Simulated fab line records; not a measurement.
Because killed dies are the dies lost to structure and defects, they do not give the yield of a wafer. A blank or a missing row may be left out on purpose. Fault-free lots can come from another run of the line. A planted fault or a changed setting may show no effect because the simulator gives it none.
Chamber matching | flow nand-harc | rie-diel-09 running NHARC_A_CHANNEL_HOLE_D1_DESCUM_15: 4 sister chambers
The step chemistry O2, time 3 s. 20 wafers are shown with their chamber, then 10 later ones without.

== WAFERS PAIRED WITH THEIR CHAMBERS ==
wafer  | chamber | drypump-motor-current-A (A) | throttle-valve-pct (%) | oes-product-au (a.u.)
L074.4 | 0       | 6.2                         | 11.308                 | 0.999
L074.5 | 2       | 4.8                         | 11.308                 | 0.993
L074.6 | 1       | 6.0                         | 11.312                 | 1.004
L080.2 | 1       | 6.0                         | 11.319                 | 1.001
L080.3 | 3       | 5.9                         | 11.321                 | 0.997
L080.6 | 1       | 6.0                         | 11.321                 | 0.992
L078.2 | 3       | 5.9                         | 11.313                 | 0.995
L078.3 | 0       | 6.2                         | 11.319                 | 1.002
L078.4 | 1       | 6.0                         | 11.307                 | 0.995
L081.2 | 0       | 6.2                         | 11.308                 | 0.992
L081.3 | 1       | 6.0                         | 11.307                 | 1.001
L081.4 | 2       | 4.7                         | 11.306                 | 1.003
L082.1 | 1       | 6.0                         | 11.307                 | 1.000
L082.5 | 1       | 6.0                         | 11.304                 | 0.993
L082.6 | 2       | 4.8                         | 11.320                 | 0.999
L087.1 | 3       | 5.9                         | 11.319                 | 1.005
L087.4 | 2       | 4.8                         | 11.321                 | 0.989
L087.5 | 2       | 4.8                         | 11.337                 | 0.997
L088.2 | 3       | 5.9                         | 11.317                 | 1.006
L088.4 | 1       | 6.0                         | 11.326                 | 1.003

SIGNATURES, as means of the wafers listed above
reading                 | chamber 0 | chamber 1 | chamber 2 | chamber 3 | scatter within a chamber
drypump-motor-current-A | 6.200     | 6.000     | 4.780     | 5.900     | 0.0224
throttle-valve-pct      | 11.31167  | 11.31288  | 11.31840  | 11.31750  | 0.00863
oes-product-au          | 0.99767   | 0.99862   | 0.99620   | 1.00075   | 0.00508
Rule: distance of a wafer from a chamber = root of the sum over the readings of ((wafer's reading minus chamber's mean) / reading's scatter) squared. If the next closest chamber is less than 2 further off than the closest, the wafer can't be placed; otherwise it belongs to the closest. The scatter: the root of (the sum of the squares of (reading less its chamber's mean) over the shown wafers, divided by (wafers less chambers)).

== WAFERS WHOSE CHAMBER IS MISSING ==
wafer  | drypump-motor-current-A (A) | throttle-valve-pct (%) | oes-product-au (a.u.)
L088.5 | 6.0                         | 11.320                 | 1.006
L090.1 | 6.0                         | 11.317                 | 0.999
L090.3 | 4.8                         | 11.321                 | 0.995
L090.5 | 4.8                         | 11.297                 | 1.000
L092.2 | 6.2                         | 11.307                 | 0.996
L092.3 | 6.0                         | 11.317                 | 1.005
L092.6 | 4.7                         | 11.302                 | 1.003
L095.1 | 6.0                         | 11.312                 | 0.993
L095.2 | 5.9                         | 11.300                 | 0.994
L095.3 | 4.8                         | 11.323                 | 0.992

== CHAMBER TAKEN BY EACH ==
wafer  | from the rows above | in truth
L088.5 | 1                   | 1
L090.1 | 1                   | 1
L090.3 | 2                   | 2
L090.5 | 2                   | 2
L092.2 | 0                   | 0
L092.3 | 1                   | 1
L092.6 | 2                   | 2
L095.1 | 1                   | 1
L095.2 | 3                   | 3
L095.3 | 2                   | 2
10 of 10 placed correctly. Number that these rows cannot place: 0. Wrongly placed: 0.
